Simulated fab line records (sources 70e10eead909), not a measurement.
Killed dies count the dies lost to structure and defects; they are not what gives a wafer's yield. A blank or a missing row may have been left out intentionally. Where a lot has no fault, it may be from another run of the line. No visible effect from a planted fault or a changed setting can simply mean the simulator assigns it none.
fab line records -- flow nandHarc
[record] lots = 13, wafers = 37, lastDay = 24
route steps=1159 shown P_CONTACT@248 P_M0@263 P_M1@295 END@1159
lots that met no fault: from a run of the same line without faults
startH: hours from the record's opening day to when the first of the lot's shown wafers began -- waitH: how many hours have passed since the lot's step before this one -- " same as the row above -- L1.1+2: one row covering several wafers at once -- - either no value or no given start -- * or withheld: withheld -- < > ~ a bound
route shown NAME@n: names a module that has steps shown in the file, with the first one's number in the route -- usual: mean/standard deviation of fault-free wafers -- same: alike in all rows -- chamber/n: place in a boat -- sites: the reading at each site -- _std_site: the standard deviation of these -- _edge_site: the outer-site mean with the inner-site mean subtracted -- radiusMm: for every site, how far away it sits from the centre of the wafer -- mask NAME#n: copy n -- behind: tool/chamber where the wafer was last shaped -- hold: reason for holding the lot/hours on hold/outcome of the hold -- device: names the non-switching transistor (n, p or np) -- end of line: the same wafers' tests at the end of the route -- for a step that has no rows: nothing shown but its recipe -- killed: the dies lost at the first sort to structure and to defects; this is not the yield of the wafer -- map: a wafer's dies, marking killed ones x, the rest . and places with no die _
set.NAME: the setting the step ran with; set.NAME@STEP: the setting that earlier step ran with -- model.NAME: the simulator's own value behind a step, which no gauge read
a sample of lots followed through the steps of the route, with each step as a table and each wafer as a row
services: when a tool's chamber went out of use (startH, in hours from the record's first day, below 0 if earlier), for how many hours, and the reason
[[steps]]
[step NHARC_P_CONTACT_CVD_23]
[recipe] targetThkA = 2000, tempC = 300, pressureTorr = 40, wf6FlowSccm = 40, h2FlowSccm = 1600, arFlowSccm = 1560, timeS = 557, material = W
[usual] heaterPowerW = 494/11, throttleValvePct = 8.16/0.24
lot.wafer,tool,chamber,startH,waitH,heaterPowerW,throttleValvePct
L876.2,cvdW-02,1,-,-,518,8.21
L876.1,cvdW-02,0,-,-,493,8.14
L876.3,cvdW-02,0,-,-,494,7.80
L877.1,cvdW-02,1,-,-,515,8.26
L877.3,cvdW-02,0,-,-,491,8.08
L877.5,cvdW-02,0,-,-,497,8.02
L879.2,cvdW-02,1,-,-,506,7.99
L879.4,cvdW-02,0,-,-,488,7.84
L879.5,cvdW-02,0,-,-,503,7.98
L880.2,cvdW-01,0,-,-,491,8.04
L880.4,cvdW-01,1,-,-,497,8.29
L880.5,cvdW-01,0,-,-,490,8.23
L882.1,cvdW-01,1,-,-,495,8.62
L882.6,cvdW-01,0,-,-,483,8.03
L882.5,cvdW-01,1,-,-,505,8.20
L888.1,cvdW-02,1,-,-,506,8.07
L888.4,cvdW-02,1,-,-,503,8.16
L887.1,cvdW-01,0,-,-,485,8.05
L887.3,cvdW-01,1,-,-,508,8.54
L891.2,cvdW-01,1,-,-,507,8.48
L891.4,cvdW-01,0,-,-,503,8.01
L891.5,cvdW-01,1,-,-,488,8.65
L892.2,cvdW-01,0,-,-,479,7.89
L892.4,cvdW-01,1,-,-,490,8.30
L892.5,cvdW-01,0,-,-,489,7.92
L893.1,cvdW-01,1,-,-,502,8.65
L893.4,cvdW-01,1,-,-,499,8.42
L893.5,cvdW-01,0,-,-,487,8.26
L894.1,cvdW-02,0,-,-,483,7.99
L894.3,cvdW-02,1,-,-,496,8.13
L894.5,cvdW-02,0,-,-,467,8.16
L896.1,cvdW-02,1,-,-,498,8.41
L896.2,cvdW-02,0,-,-,480,8.04
L896.5,cvdW-02,1,-,-,498,8.22
L898.2,cvdW-01,1,-,-,495,8.50
L898.1,cvdW-01,0,-,-,493,7.81
L898.3,cvdW-01,1,-,-,490,8.64
[step NHARC_P_M0_CD_MEAS_09]
[recipe] targetCdNm = 90, landingEnergyEv = 500
[usual] cdNm = 89.7/0.59
lot.wafer,tool,chamber,startH,waitH,cdNm
L876.1,cdSem-03,0,123.72,-,89.8
L876.2,cdSem-03,0,123.72,-,90.1
L876.3,cdSem-03,0,123.72,-,89.2
L877.1,cdSem-02,0,124.21,-,88.7
L877.3,cdSem-02,0,124.21,-,88.9
L877.5,cdSem-02,0,124.21,-,89.3
L879.2,cdSem-03,0,134.42,-,90.5
L879.4,cdSem-03,0,134.42,-,89.9
L879.5,cdSem-03,0,134.42,-,89.6
L880.2,cdSem-02,0,146.20,-,90.0
L880.4,cdSem-02,0,146.20,-,89.3
L880.5,cdSem-02,0,146.20,-,90.2
L882.1,cdSem-02,0,158.14,-,89.8
L882.5,cdSem-02,0,158.14,-,89.8
L882.6,cdSem-02,0,158.14,-,90.2
L888.1,cdSem-01,0,191.00,-,89.1
L888.4,cdSem-01,0,191.00,-,89.1
L887.1,cdSem-02,0,195.65,-,90.4
L887.3,cdSem-02,0,195.65,-,89.1
L891.2,cdSem-02,0,207.24,-,90.8
L891.4,cdSem-02,0,207.24,-,89.9
L891.5,cdSem-02,0,207.24,-,90.4
L892.2,cdSem-02,0,214.18,-,89.7
L892.4,cdSem-02,0,214.18,-,88.8
L892.5,cdSem-02,0,214.18,-,88.7
L893.1,cdSem-03,0,216.49,-,90.2
L893.4,cdSem-03,0,216.49,-,90.3
L893.5,cdSem-03,0,216.49,-,89.4
L894.1,cdSem-01,0,225.56,-,90.0
L894.3,cdSem-01,0,225.56,-,90.1
L894.5,cdSem-01,0,225.56,-,90.2
L896.1,cdSem-01,0,237.95,-,90.0
L896.2,cdSem-01,0,237.95,-,90.4
L896.5,cdSem-01,0,237.95,-,89.8
L898.1,cdSem-02,0,250.96,-,89.9
L898.2,cdSem-02,0,250.96,-,89.6
L898.3,cdSem-02,0,250.96,-,90.2
[step NHARC_P_M0_ECD_22]
[recipe] targetThkA = 4000, bathTempC = 25, material = Cu
[usual] bathTempC = 24.98/0.11
lot.wafer,tool,chamber,startH,waitH,bathTempC
L876.1,ecdCu-02,0,125.23,-,24.91
L876.2,ecdCu-02,1,125.23,-,25.00
L876.3,ecdCu-02,0,125.23,-,24.87
L877.1,ecdCu-01,1,125.78,-,25.30
L877.3,ecdCu-01,0,125.78,-,25.06
L877.5,ecdCu-01,0,125.78,-,25.05
L879.2,ecdCu-02,0,135.95,-,25.06
L879.4,ecdCu-02,0,135.95,-,25.09
L879.5,ecdCu-02,1,135.95,-,25.06
L880.2,ecdCu-01,0,147.66,-,24.98
L880.4,ecdCu-01,1,147.66,-,25.00
L880.5,ecdCu-01,1,147.66,-,25.07
L882.1,ecdCu-02,0,159.61,-,24.87
L882.5,ecdCu-02,0,159.61,-,24.96
L882.6,ecdCu-02,1,159.61,-,24.94
L888.1,ecdCu-02,0,192.56,-,25.08
L888.4,ecdCu-02,1,192.56,-,24.95
L887.1,ecdCu-02,0,197.16,-,25.05
L887.3,ecdCu-02,0,197.16,-,24.85
L891.2,ecdCu-01,1,208.77,-,24.87
L891.4,ecdCu-01,1,208.77,-,25.02
L891.5,ecdCu-01,1,208.77,-,24.88
L892.2,ecdCu-01,1,215.80,-,24.90
L892.4,ecdCu-01,0,215.80,-,24.73
L892.5,ecdCu-01,0,215.80,-,24.90
L893.1,ecdCu-01,1,218.02,-,24.97
L893.4,ecdCu-01,1,218.02,-,25.10
L893.5,ecdCu-01,0,218.02,-,24.98
L894.1,ecdCu-01,1,227.08,-,25.00
L894.3,ecdCu-01,0,227.08,-,24.90
L894.5,ecdCu-01,0,227.08,-,24.92
L896.2,ecdCu-01,1,239.41,-,25.05
L896.1,ecdCu-01,0,239.41,-,24.97
L896.5,ecdCu-01,0,239.41,-,25.04
L898.1,ecdCu-01,0,252.45,-,24.88
L898.2,ecdCu-01,1,252.45,-,25.03
L898.3,ecdCu-01,0,252.45,-,24.86
[step NHARC_P_M0_CMP_23]
[recipe] tOverpolishS = 20, targetThkNm = 117.53
[usual] motorCurrentA = 12.3/0.92, timeToEndpointS = 28.5/2.9
lot.wafer,tool,chamber,startH,waitH,motorCurrentA,timeToEndpointS
L876.3,cmp-01,0,126.09,-,11.8,28.6
L876.1,cmp-01,1,126.09,-,11.3,33.8
L876.2,cmp-01,2,126.09,-,11.6,24.8
L877.1,cmp-03,2,126.48,-,12.5,32.2
L877.3,cmp-03,0,126.48,-,12.4,30.9
L877.5,cmp-03,1,126.48,-,12.3,29.1
L879.2,cmp-04,1,136.62,-,11.8,29.9
L879.4,cmp-04,3,136.62,-,11.9,23.4
L879.5,cmp-04,1,136.62,-,12.3,28.4
L880.4,cmp-03,3,148.43,-,13.7,29.2
L880.2,cmp-03,0,148.43,-,12.6,32.5
L880.5,cmp-03,1,148.43,-,11.3,27.0
L882.1,cmp-03,2,160.39,-,12.1,26.8
L882.6,cmp-03,0,160.39,-,11.8,27.2
L882.5,cmp-03,1,160.39,-,12.3,22.0
L888.4,cmp-01,0,193.24,-,11.6,31.9
L888.1,cmp-01,2,193.24,-,11.1,13.1
L887.3,cmp-01,3,197.85,-,13.6,26.4
L887.1,cmp-01,0,197.85,-,12.1,12.3
L891.2,cmp-03,3,209.47,-,13.3,27.2
L891.4,cmp-03,0,209.47,-,12.0,29.7
L891.5,cmp-03,3,209.47,-,13.8,26.5
L892.4,cmp-03,2,216.47,-,12.6,31.9
L892.2,cmp-03,1,216.47,-,12.2,29.7
L892.5,cmp-03,3,216.47,-,13.8,28.5
L893.1,cmp-01,0,218.69,-,11.7,29.8
L893.4,cmp-01,1,218.69,-,11.5,32.0
L893.5,cmp-01,0,218.69,-,11.3,26.7
L894.1,cmp-01,0,227.75,-,10.8,30.0
L894.3,cmp-01,2,227.75,-,11.2,29.4
L894.5,cmp-01,0,227.75,-,11.6,29.3
L896.1,cmp-01,2,240.17,-,11.9,28.2
L896.2,cmp-01,1,240.17,-,11.6,33.9
L896.5,cmp-01,3,240.17,-,13.1,24.7
L898.2,cmp-04,2,253.17,-,14.1,29.1
L898.3,cmp-04,0,253.17,-,10.9,29.4
L898.1,cmp-04,1,253.17,-,12.0,29.2
[step NHARC_P_M1_CD_MEAS_09]
[recipe] targetCdNm = 130, landingEnergyEv = 500
[usual] cdNm = 129.5/0.61
lot.wafer,tool,chamber,startH,waitH,cdNm
L876.1,cdSem-03,0,127.80,-,129.7
L876.2,cdSem-03,0,127.80,-,129.6
L876.3,cdSem-03,0,127.80,-,129.4
L877.1,cdSem-03,0,128.17,-,131.0
L877.3,cdSem-03,0,128.17,-,130.6
L877.5,cdSem-03,0,128.17,-,130.1
L879.2,cdSem-03,0,138.50,-,129.6
L879.4,cdSem-03,0,138.50,-,128.8
L879.5,cdSem-03,0,138.50,-,129.6
L880.2,cdSem-02,0,150.27,-,129.1
L880.4,cdSem-02,0,150.27,-,129.4
L880.5,cdSem-02,0,150.27,-,129.5
L882.1,cdSem-02,0,162.77,-,129.8
L882.5,cdSem-02,0,162.77,-,129.2
L882.6,cdSem-02,0,162.77,-,129.8
L888.1,cdSem-02,0,195.11,-,128.4
L888.4,cdSem-02,0,195.11,-,128.5
L887.1,cdSem-03,0,199.57,-,129.7
L887.3,cdSem-03,0,199.57,-,129.6
L891.2,cdSem-03,0,211.54,-,129.7
L891.4,cdSem-03,0,211.54,-,129.8
L891.5,cdSem-03,0,211.54,-,129.6
L892.2,cdSem-03,0,218.34,-,129.8
L892.4,cdSem-03,0,218.34,-,129.5
L892.5,cdSem-03,0,218.34,-,129.5
L893.1,cdSem-02,0,220.66,-,128.5
L893.4,cdSem-02,0,220.66,-,129.9
L893.5,cdSem-02,0,220.66,-,129.5
L894.1,cdSem-03,0,229.60,-,129.9
L894.3,cdSem-03,0,229.60,-,130.7
L894.5,cdSem-03,0,229.60,-,130.7
L896.1,cdSem-01,0,242.03,-,129.9
L896.2,cdSem-01,0,242.03,-,128.2
L896.5,cdSem-01,0,242.03,-,129.1
L898.1,cdSem-02,0,254.96,-,129.7
L898.2,cdSem-02,0,254.96,-,130.8
L898.3,cdSem-02,0,254.96,-,130.2
[step NHARC_END_SORT_01]
[recipe] tempC = 25
[usual] defectLimitedYield = 95.6/1.6, killedAtArray = 26/10, killedAtOther = 0.8/1.1, killedAtPeriphery = 3.3/2.6, killedDies = 30/11, killedOpen = 3.4/1.8, killedShort = 2.0/1.3, sort_bin_2_pct = 1.4/0.6, sort_bin_3_pct = 0.22/0.19, sort_bin_4_pct = 2.8/1.1, sortNPass = 647/11, sortRimYieldPct = 95.8/3, sortYieldPct = 95.6/1.6
[same] grossDies = 677, sort_bin_5_pct[%] = 0, sort_bin_6_pct[%] = 0, sort_bin_7_pct[%] = 0, sort_bin_8_pct[%] = 0, sortRimNGross = 106.00
lot.wafer,tool,chamber,startH,waitH,defectLimitedYield[%],killedAtArray,killedAtOther,killedAtPeriphery,killedDies,killedOpen,killedShort,sort_bin_2_pct[%],sort_bin_3_pct[%],sort_bin_4_pct[%],sortNPass,sortRimYieldPct[%],sortYieldPct[%]
L887.1,prober-01,0,514.63,2.5,95.0,32,1,1,34,6,3,1.8,0.59,2.7,643,92.5,95.0
L887.3,prober-01,0,516.23,3.1,92.8,47,0,2,49,3,2,2.4,0.15,4.7,628,88.7,92.8
// killed by level:class
L887.1 A_SLIT:chamberFilmFlake=14 A_CHANNEL_HOLE_D1:chamberFilmFlake=4 A_CONTACT:geometricParticle:open=3 A_STAIRCASE:chamberFilmFlake=3 A_BLC:geometricParticle:open=2 A_CONTACT:chamberFilmFlake=2 P_M2:geometricParticle:short=1 A_ONON_D1:geometricParticle:short=1
L887.3 A_SLIT:chamberFilmFlake=16 A_CHANNEL_HOLE_D1:chamberFilmFlake=15 A_CONTACT:chamberFilmFlake=9 A_ZERO_WELL:chamberFilmFlake=2 A_STAIRCASE:chamberFilmFlake=2 P_CONTACT:geometricParticle:short=1 P_M0:geometricParticle:open=1 A_ONON_D1:geometricParticle:open=1
[[services]]
tool,chamber,startH,hours,kind
cmp-04,-,105.17,4.0,pm
cvdW-01,-,111.54,13.0,pm
cvdW-01,0,111.54,13.0,ventCycle
cvdW-01,1,111.54,13.0,ventCycle
ecdCu-01,-,113.37,1.0,repair
ecdCu-01,-,121.24,2.0,repair
cvdW-01,0,124.54,-,clean
cvdW-01,1,124.54,-,clean
cvdW-01,-,139.40,1.9,repair
cmp-03,-,156.18,4.0,pm
cmp-01,-,179.74,4.0,pm
ecdCu-02,-,180.00,8.0,pm
cmp-04,-,182.03,1.3,repair
cmp-01,-,183.74,-,consumableReplace:conditioner
cvdW-02,-,195.00,13.0,pm
cvdW-02,0,195.00,13.0,ventCycle
cvdW-02,1,195.00,13.0,ventCycle
cmp-04,-,203.17,4.0,pm
cvdW-02,0,208.00,-,clean
cvdW-02,1,208.00,-,clean
cmp-01,-,214.67,1.9,repair
cmp-04,-,215.71,0.9,repair
cmp-03,-,230.20,1.6,repair
ecdCu-01,-,233.06,2.4,repair
[[key]]
[firstSign] step = NHARC_P_M0_CMP_23, reading = timeToEndpointS, direction = down, sigmas = 5.4, usual = *, struck = *
effect none on later readings
metAt NHARC_P_M0_ECD_22
struckLots L887,L888
struckWafers L887.1,L888.1
notActingAt NHARC_P_CONTACT_CVD_23,NHARC_P_M0_CD_MEAS_09,NHARC_P_M1_CD_MEAS_09
onsetBetween 159.61 192.56
[fault] kind = processParameterDrift, tool = ecdCu-02, chamber = -, onsetH = 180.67, steps = NHARC_P_M0_ECD_22, channel = targetThkA, offset = *, shape = step, endH = 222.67, scope = struckWafersOnly, actsIn = *, stated = *
